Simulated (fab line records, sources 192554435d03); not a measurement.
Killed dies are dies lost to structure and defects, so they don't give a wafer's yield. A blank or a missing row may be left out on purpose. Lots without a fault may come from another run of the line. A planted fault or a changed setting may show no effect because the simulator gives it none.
fab line records | flow n5_finfet
record lots=7 wafers=39
route steps=1938 shown BEOL_M12@1639 MIM_BOT_ETCH@1868
start_h: hours from the record's first day to the start of the lot's first wafer shown | wait_h: hours since the lot's step before | " the same as in the row above | L1.1+2: a row that stands for several wafers | - no value, or no start given | * or withheld: withheld | < > ~ a bound
route shown NAME@n: a module of which the file shows steps, and the number in the route of the first | usual: mean/standard deviation of fault-free wafers | same: alike in all rows | chamber/n: place in a boat | sites: the reading at each site | _std_site: their standard deviation | _edge_site: outer sites' mean less inner sites' | radius_mm: how far each site lies from the wafer's centre | mask NAME#n: copy n | behind: the tool/chamber that last shaped the wafer | hold: why the lot was held/for how many hours/how that ended | device: the transistor (n, p or np) that didn't switch | end of line: the same wafers' tests at the end of the route | a step without rows: its recipe alone | killed: dies lost to structure and defects at the first sort, not the wafer's yield | map: a wafer's dies, x killed, . not, _ none there
set.NAME: the setting as run; set.NAME@STEP: as run at that earlier step | model.NAME: the simulator's own value behind a step, which no gauge read
lots whose settings were changed on purpose; a table a step, a row a wafer
## steps
# step N5_BEOL_M12_TRENCH_ETCH_34
# recipe chemistry=C4F8/O2/Ar target=SiOC target_depth_a=3189.5 mask_material=SOC pressure_mtorr=30 source_w=3000 bias_w=700 Ar_flow_sccm=400 C4F8_flow_sccm=15 O2_flow_sccm=8 he_inner_torr=15 he_outer_torr=30 time_s=125.5 ion_energy_ev=250
# columns lot.wafer tool chamber start_h wait_h set.time_s model.etch.depth_nm
L079.1 rie_diel-01 0 257.39 0.0 125.5 318.7
L079.2 " 1 " " 85.52 216.8
L079.3 " 3 " " 85.52 214.9
L079.4 " 2 " " 125.5 313.1
L079.5 " 0 " " 125.5 317.5
L079.6 " 1 " " 85.52 216.9
L080.1 rie_diel-01 1 264.99 0.0 125.5 323.2
L080.2 " 0 " " 125.5 324
L080.3 " 2 " " 151.9 381.8
L080.4 " 3 " " 151.9 388.2
L080.5 " 1 " " 151.9 389.6
L080.6 " 2 " " 125.5 316.5
L081.1 rie_diel-04 2 275.34 0.0 125.5 323.7
L081.2 " 0 " " 83.01 219
L081.3 " 3 " " 83.01 207.5
L081.4 " 3 " " 125.5 315.3
L081.5 " 0 " " 83.01 215.7
L081.6 " 2 " " 125.5 324.1
L083.1 rie_diel-05 0 278.85 0.0 125.5 317.8
L083.2 " 2 " " 125.5 312.3
L083.3 " 3 " " 125.5 317.4
L083.4 " 1 " " 125.5 322.2
L083.5 " 1 " " 125.5 320.1
L083.6 " 2 " " 125.5 311.5
L085.1 rie_diel-04 1 291.48 0.0 178.6 454.7
L085.2 " 0 " " 178.6 468.3
L085.3 " 3 " " 125.5 315
L085.4 " 2 " " 178.6 464.4
L085.5 " 2 " " 125.5 324
L085.6 " 3 " " 125.5 314.2
L089.1 rie_diel-04 1 312.43 0.0 125.5 314.3
L089.2 " 2 " " 125.5 320.3
L089.3 " 0 " " 125.5 327.6
L089.4 " 3 " " 125.5 312.4
L089.5 " 2 " " 125.5 322.9
L089.6 " 3 " " 125.5 311.6
L093.2 rie_diel-04 0 346.36 0.0 125.5 326.4
L093.3 " 3 " " 125.5 325.7
L093.6 " 3 " " 125.5 326.6
# step N5_BEOL_M12_STRIP_70
# recipe chemistry=C4F8/O2/Ar resist=SiARC rf_frequency_hz=6e+07
# step N5_BEOL_M12_OCD_MEAS_35
# usual trench_depth_nm=318/4.5
# columns lot.wafer tool chamber start_h wait_h set.time_s@BEOL_M12_TRENCH_ETCH_34 trench_depth_nm
L079.1 ocd-01 - 257.55 0.0 125.5 319
L079.2 " - " " 85.52 217
L079.3 " - " " 85.52 215
L079.4 " - " " 125.5 313
L079.5 " - " " 125.5 318
L079.6 " - " " 85.52 216
L080.1 ocd-02 - 265.15 0.0 125.5 323
L080.2 " - " " 125.5 323
L080.3 " - " " 151.9 382
L080.4 " - " " 151.9 389
L080.5 " - " " 151.9 390
L080.6 " - " " 125.5 317
L081.1 ocd-01 - 275.50 0.0 125.5 323
L081.2 " - " " 83.01 219
L081.3 " - " " 83.01 208
L081.4 " - " " 125.5 315
L081.5 " - " " 83.01 215
L081.6 " - " " 125.5 324
L083.1 ocd-02 - 279.00 0.0 125.5 318
L083.2 " - " " 125.5 312
L083.3 " - " " 125.5 318
L083.4 " - " " 125.5 322
L083.5 " - " " 125.5 320
L083.6 " - " " 125.5 312
L085.1 ocd-02 - 291.63 0.0 178.6 454
L085.2 " - " " 178.6 468
L085.3 " - " " 125.5 315
L085.4 " - " " 178.6 464
L085.5 " - " " 125.5 324
L085.6 " - " " 125.5 314
L089.1 ocd-01 - 312.58 0.0 125.5 314
L089.2 " - " " 125.5 320
L089.3 " - " " 125.5 328
L089.4 " - " " 125.5 312
L089.5 " - " " 125.5 323
L089.6 " - " " 125.5 312
L093.2 ocd-02 - 346.51 0.0 125.5 326
L093.3 " - " " 125.5 326
L093.6 " - " " 125.5 327
# step N5_BEOL_M12_STRIP_37
# recipe chemistry=N2/H2 power_w=1000 temp_c=250 h2_frac=0.65 overash_fraction=0.3 pressure_mtorr=withheld n2_flow_sccm=1750 h2_flow_sccm=3250
# step N5_BEOL_M12_ETCH_38
# recipe chemistry=CF4/N2 target=SiCN target_depth_a=687 taper_deg=2 time_s=73.4 ion_energy_ev=150 mask_material=SiO2 pressure_mtorr=40 source_w=430 bias_w=70 Ar_flow_sccm=100 cf4_flow_sccm=60 n2_flow_sccm=60
# step N5_BEOL_M12_ECD_47
# recipe material=Cu target_thk_a=7200
# step N5_BEOL_M12_ANNEAL_48
# recipe temp_c=225 time_s=90 ambient=N2
# step N5_BEOL_M12_CMP_49
# recipe stop_on=SiOC t_overpolish_s=20.6 down_force_psi=1 platen_rpm=50 clearing_platen_down_force_psi=1.5 clearing_platen_rpm=50 post_cmp_clean=cu_alkaline target_thk_nm=320 clearing_platen_pad_velocity_m_s=0.99484 pad_velocity_m_s=0.99484
# columns lot.wafer tool chamber start_h wait_h set.time_s@BEOL_M12_TRENCH_ETCH_34 model.Cu_of_BEOL_M12_ECD_47.thk_nm
L079.1 cmp-01 2 259.12 0.3 125.5 319.8
L079.2 " 3 " " 85.52 218.4
L079.4 " 0 " " 125.5 314.8
L079.3 " 1 " " 85.52 216.6
L079.5 " 2 " " 125.5 317.8
L079.6 " 3 " " 85.52 216.8
L080.2 cmp-04 3 269.06 0.2 125.5 325.4
L080.1 " 0 " " 125.5 325
L080.4 " 1 " " 151.9 389
L080.3 " 2 " " 151.9 382.4
L080.6 " 3 " " 125.5 318.2
L080.5 " 0 " " 151.9 389.8
L081.2 cmp-01 1 276.89 0.4 83.01 220
L081.3 " 2 " " 83.01 209.2
L081.1 " 3 " " 125.5 325
L081.4 " 0 " " 125.5 317
L081.6 " 1 " " 125.5 325.2
L081.5 " 2 " " 83.01 216.8
L083.1 cmp-04 2 282.01 0.3 125.5 321.2
L083.3 " 3 " " 125.5 321
L083.4 " 0 " " 125.5 323.8
L083.2 " 1 " " 125.5 315.4
L083.5 " 2 " " 125.5 322.2
L083.6 " 3 " " 125.5 315.2
L085.1 cmp-04 1 298.16 0.3 178.6 457.2
L085.4 " 2 " " 178.6 466.2
L085.2 " 3 " " 178.6 471
L085.3 " 0 " " 125.5 317
L085.5 " 1 " " 125.5 325.2
L085.6 " 2 " " 125.5 315.8
L089.4+6 cmp-03 2 314.08 0.1 125.5 314.8
L089.1 " 3 " " 125.5 316.4
L089.3 " 0 " " 125.5 330.4
L089.2 " 1 " " 125.5 322
L089.5 " 3 " " 125.5 324.4
L093.3 cmp-04 0 353.40 0.2 125.5 327.8
L093.2 " 3 " " 125.5 329
L093.6 " 0 " " 125.5 328.8
# step N5_BEOL_M12_THK_MEAS_50
# recipe thk_meas_gauge=xrf reads=Cu_of_BEOL_M12_ECD_47
# usual M12_THK=319/5.4
# columns lot.wafer tool chamber start_h wait_h set.time_s@BEOL_M12_TRENCH_ETCH_34 M12_THK[nm]
L079.1 film_metro-02 - 259.41 - 125.5 319
L079.2 " - " " 85.52 218
L079.3 " - " " 85.52 217
L079.4 " - " " 125.5 314
L079.5 " - " " 125.5 318
L079.6 " - " " 85.52 216
L080.1 film_metro-01 - 269.35 - 125.5 328
L080.2 " - " " 125.5 326
L080.3 " - " " 151.9 384
L080.4 " - " " 151.9 391
L080.5 " - " " 151.9 392
L080.6 " - " " 125.5 319
L081.1 film_metro-02 - 277.18 - 125.5 319
L081.2 " - " " 83.01 216
L081.3 " - " " 83.01 205
L081.4 " - " " 125.5 311
L081.5 " - " " 83.01 213
L081.6 " - " " 125.5 318
L083.1 film_metro-02 - 282.30 - 125.5 315
L083.2 " - " " 125.5 309
L083.3 " - " " 125.5 316
L083.4 " - " " 125.5 318
L083.5 " - " " 125.5 317
L083.6 " - " " 125.5 309
L085.1 film_metro-02 - 298.46 - 178.6 450
L085.2 " - " " 178.6 466
L085.3 " - " " 125.5 313
L085.4 " - " " 178.6 459
L085.5 " - " " 125.5 322
L085.6 " - " " 125.5 311
L089.1 film_metro-01 - 314.37 - 125.5 315
L089.2 " - " " 125.5 320
L089.3 " - " " 125.5 328
L089.4 " - " " 125.5 312
L089.5 " - " " 125.5 323
L089.6 " - " " 125.5 313
L093.2 film_metro-01 - 353.69 - 125.5 332
L093.3 " - " " 125.5 331
L093.6 " - " " 125.5 331
# step N5_BEOL_M12_PRE_CLEAN_52
# recipe gas=NH3 time_s=15 temp_c=withheld rf_power_w=300
# step N5_BEOL_M12_DEP_53
# recipe material=SiCN target_thk_a=300 temp_c=withheld precursor=3MS/NH3 pressure_torr=3 rf_w=675 time_s=10.5
# step N5_BEOL_M12_RS_MEAS_54
# recipe thk_meas_gauge=four-point-probe reads=Cu_of_BEOL_M12_ECD_47+Ta_of_BEOL_M12_SPUTTER_44+TaN_of_BEOL_M12_SPUTTER_43
# usual M12_RS=0.0601/0.00094
# columns lot.wafer tool chamber start_h wait_h set.time_s@BEOL_M12_TRENCH_ETCH_34 M12_RS[ohm/sq]
L079.1 film_metro-01 - 259.54 0.0 125.5 0.0602
L079.2 " - " " 85.52 0.0898
L079.3 " - " " 85.52 0.0905
L079.4 " - " " 125.5 0.0610
L079.5 " - " " 125.5 0.0604
L079.6 " - " " 85.52 0.0905
L080.1 film_metro-01 - 269.47 0.0 125.5 0.0591
L080.2 " - " " 125.5 0.0589
L080.3 " - " " 151.9 0.0498
L080.4 " - " " 151.9 0.0490
L080.5 " - " " 151.9 0.0489
L080.6 " - " " 125.5 0.0605
L081.1 film_metro-01 - 277.34 0.1 125.5 0.0590
L081.2 " - " " 83.01 0.0891
L081.3 " - " " 83.01 0.0940
L081.4 " - " " 125.5 0.0604
L081.5 " - " " 83.01 0.0904
L081.6 " - " " 125.5 0.0590
L083.1 film_metro-01 - 282.43 0.0 125.5 0.0598
L083.2 " - " " 125.5 0.0609
L083.3 " - " " 125.5 0.0598
L083.4 " - " " 125.5 0.0591
L083.5 " - " " 125.5 0.0594
L083.6 " - " " 125.5 0.0611
L085.1 film_metro-02 - 298.58 0.0 178.6 0.0415
L085.2 " - " " 178.6 0.0402
L085.3 " - " " 125.5 0.0605
L085.4 " - " " 178.6 0.0408
L085.5 " - " " 125.5 0.0591
L085.6 " - " " 125.5 0.0610
L089.1 film_metro-02 - 314.50 0.0 125.5 0.0607
L089.2 " - " " 125.5 0.0599
L089.3 " - " " 125.5 0.0580
L089.4 " - " " 125.5 0.0612
L089.5 " - " " 125.5 0.0593
L089.6 " - " " 125.5 0.0610
L093.2 film_metro-01 - 353.84 0.1 125.5 0.0582
L093.3 " - " " 125.5 0.0584
L093.6 " - " " 125.5 0.0584
# step N5_MIM_BOT_ETCH_ETCH_00
# recipe chemistry=Cl2/BCl3 target=TiN target_depth_a=455 ion_energy_ev=150 pressure_mtorr=10 icp_w=1000 bias_w=126 Cl2_flow_sccm=53.25 bcl3_flow_sccm=21.75 Ar_flow_sccm=25
# columns lot.wafer tool chamber start_h wait_h set.target_depth_a model.etch.depth_nm model.MIM_BOT_ETCH.cd_offset_nm
L079.1 rie_metal-01 1 281.91 0.1 455 46.18 0
L079.2 " 0 " " 455 46.63 0
L079.3 " 1 " " 455 45.76 0.2
L079.4 " 0 " " 455 46.44 -0.4
L079.5 " 0 " " 455 46.54 -0.2
L079.6 " 1 " " 455 46.09 0.4
L080.1 rie_metal-03 1 298.29 0.1 455 45.4 -0.2
L080.2 " 0 " " 455 44.76 -0.2
L080.3 " 1 " " 296.7 29.6 0.4
L080.4 " 0 " " 455 45.33 0
L080.5 " 0 " " 296.7 29.2 0.6
L080.6 " 1 " " 296.7 29.43 0.4
L081.1 rie_metal-02 1 298.46 0.1 455 45.47 -0.6
L081.2 " 0 " " 455 45.77 -0.6
L081.3 " 0 " " 541 54.19 -0.6
L081.4 " 1 " " 541 53.88 -1.2
L081.5 " 0 " " 541 54.13 -1
L081.6 " 1 " " 455 45.82 -0.4
L083.1 rie_metal-03 0 303.83 0.1 455 44.18 0
L083.2 " 1 " " 644 63.51 -1.2
L083.3 " 1 " " 455 44.64 0
L083.4 " 0 " " 644 63.42 -1.2
L083.5 " 1 " " 455 44.72 -0.2
L083.6 " 0 " " 644 63.21 -0.8
L085.1 rie_metal-03 0 317.22 0.1 455 44.42 -0.2
L085.2 " 1 " " 455 45.07 -0.8
L085.3 " 0 " " 455 44.8 -0.2
L085.4 " 1 " " 455 45.08 -0.4
L085.5 " 0 " " 455 44.52 -0.4
L085.6 " 1 " " 455 45.22 -0.6
L089.1 rie_metal-03 1 344.79 0.1 455 45.2 0
L089.2 " 0 " " 238.9 23.48 1
L089.3 " 0 " " 238.9 23.5 1
L089.4 " 1 " " 455 45.13 0
L089.5 " 0 " " 455 44.68 -0.2
L089.6 " 1 " " 238.9 23.7 1
L093.2 rie_metal-03 1 374.60 0.2 455 45.38 -0.2
L093.3 " 1 " " 455 45.52 0
L093.6 " 1 " " 455 44.72 -0.2
## key
split step=N5_BEOL_M12_TRENCH_ETCH_34 setting=time_s stated=125.5 by=wafer
response step=N5_BEOL_M12_TRENCH_ETCH_34 reading=model.etch.depth_nm change=+3.26 per=1% r=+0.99
response step=N5_BEOL_M12_OCD_MEAS_35 reading=trench_depth_nm change=+3.26 per=1% r=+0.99
response step=N5_BEOL_M12_CMP_49 reading=model.Cu_of_BEOL_M12_ECD_47.thk_nm change=+3.26 per=1% r=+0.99
response step=N5_BEOL_M12_THK_MEAS_50 reading=M12_THK change=+3.22 per=1% r=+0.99
response step=N5_BEOL_M12_RS_MEAS_54 reading=M12_RS change=-0.000696 per=1% r=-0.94
split step=N5_MIM_BOT_ETCH_ETCH_00 setting=target_depth_a stated=455 by=wafer
response step=N5_MIM_BOT_ETCH_ETCH_00 reading=model.etch.depth_nm change=+0.452 per=1% r=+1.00
response step=N5_MIM_BOT_ETCH_ETCH_00 reading=model.MIM_BOT_ETCH.cd_offset_nm change=-0.0217 per=1% r=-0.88
